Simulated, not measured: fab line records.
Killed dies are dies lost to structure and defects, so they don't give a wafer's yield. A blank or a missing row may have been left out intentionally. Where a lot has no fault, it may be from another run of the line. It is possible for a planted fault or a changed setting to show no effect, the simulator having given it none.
Chamber matching + flow nandHarc + NHARC_A_STAIRCASE_TRIM_229 on rieDiel-10: 4 sister chambers
The step chemistry O2, time 211.2 s. 18 wafers are shown with their chamber, then 9 later ones without.

EACH WAFER AND ITS CHAMBER
| wafer  | chamber | drypumpMotorCurrentA (A) | showerheadPlenumPTorr (Torr) | oesProductAu (a.u.) |
|--------|---------|--------------------------|------------------------------|---------------------|
| L075.2 | 2       | 5.5                      | 3.30                         | 1.015               |
| L075.3 | 0       | 6.3                      | 3.50                         | 1.005               |
| L075.5 | 3       | 6.2                      | 3.58                         | 1.006               |
| L076.3 | 0       | 6.3                      | 3.49                         | 1.012               |
| L076.5 | 0       | 6.3                      | 3.49                         | 1.015               |
| L076.6 | 1       | 6.1                      | 3.45                         | 0.990               |
| L082.1 | 2       | 5.5                      | 3.81                         | 1.006               |
| L082.3 | 1       | 6.2                      | 3.44                         | 0.995               |
| L082.6 | 2       | 5.5                      | 3.81                         | 1.006               |
| L082.2 | 0       | 6.3                      | 3.48                         | 1.010               |
| L082.4 | 3       | 6.2                      | 3.57                         | 1.009               |
| L082.5 | 3       | 6.2                      | 3.57                         | 1.001               |
| L084.3 | 0       | 6.3                      | 3.48                         | 1.017               |
| L084.4 | 0       | 6.3                      | 3.48                         | 1.022               |
| L084.6 | 3       | 6.2                      | 3.57                         | 0.997               |
| L086.4 | 3       | 6.1                      | 3.56                         | 1.008               |
| L086.5 | 0       | 6.3                      | 3.48                         | 1.001               |
| L086.6 | 1       | 6.1                      | 3.43                         | 1.007               |

SIGNATURES (means of the wafers above)
| reading               | chamber 0 | chamber 1 | chamber 2 | chamber 3 | scatter within a chamber |
|-----------------------|-----------|-----------|-----------|-----------|--------------------------|
| drypumpMotorCurrentA  | 6.300     | 6.133     | 5.500     | 6.180     | 0.0324                   |
| showerheadPlenumPTorr | 3.4857    | 3.4400    | 3.6400    | 3.5700    | 0.112                    |
| oesProductAu          | 1.01171   | 0.99733   | 1.00900   | 1.00420   | 0.00664                  |
Rule: a wafer's distance from a chamber is the root of the sum, over the readings, of the square of ((its reading less the chamber's mean) divided by the reading's scatter). The wafer belongs to the nearest chamber; if the next one is less than 2 further off, it can't be placed. The scatter: the root of (the sum of the squares of (reading less its chamber's mean) over the shown wafers, divided by (wafers less chambers)).

WAFERS WITH NO CHAMBER GIVEN
| wafer  | drypumpMotorCurrentA (A) | showerheadPlenumPTorr (Torr) | oesProductAu (a.u.) |
|--------|--------------------------|------------------------------|---------------------|
| L089.2 | 6.3                      | 3.47                         | 1.008               |
| L089.3 | 6.2                      | 3.56                         | 1.012               |
| L089.4 | 5.5                      | 3.79                         | 1.026               |
| L092.3 | 6.1                      | 3.41                         | 0.985               |
| L092.4 | 6.3                      | 3.47                         | 1.003               |
| L092.5 | 5.5                      | 3.79                         | 1.017               |
| L097.2 | 6.1                      | 3.54                         | 1.022               |
| L097.4 | 6.1                      | 3.41                         | 1.005               |
| L097.6 | 6.3                      | 3.46                         | 1.014               |

WHICH CHAMBER EACH WENT THROUGH
| wafer  | from the rows above          | in truth |
|--------|------------------------------|----------|
| L089.2 | 0                            | 0        |
| L089.3 | can't be placed: 3 or 0 or 1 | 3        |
| L089.4 | 2                            | 2        |
| L092.3 | can't be placed: 1 or 3      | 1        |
| L092.4 | 0                            | 0        |
| L092.5 | 2                            | 2        |
| L097.2 | can't be placed: 3 or 1      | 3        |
| L097.4 | can't be placed: 1 or 3      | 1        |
| L097.6 | 0                            | 0        |
Placed correctly: 5 of 9. Unplaceable from these rows: 4, with the true chamber sitting among the candidates in 4. Placed wrongly: 0.
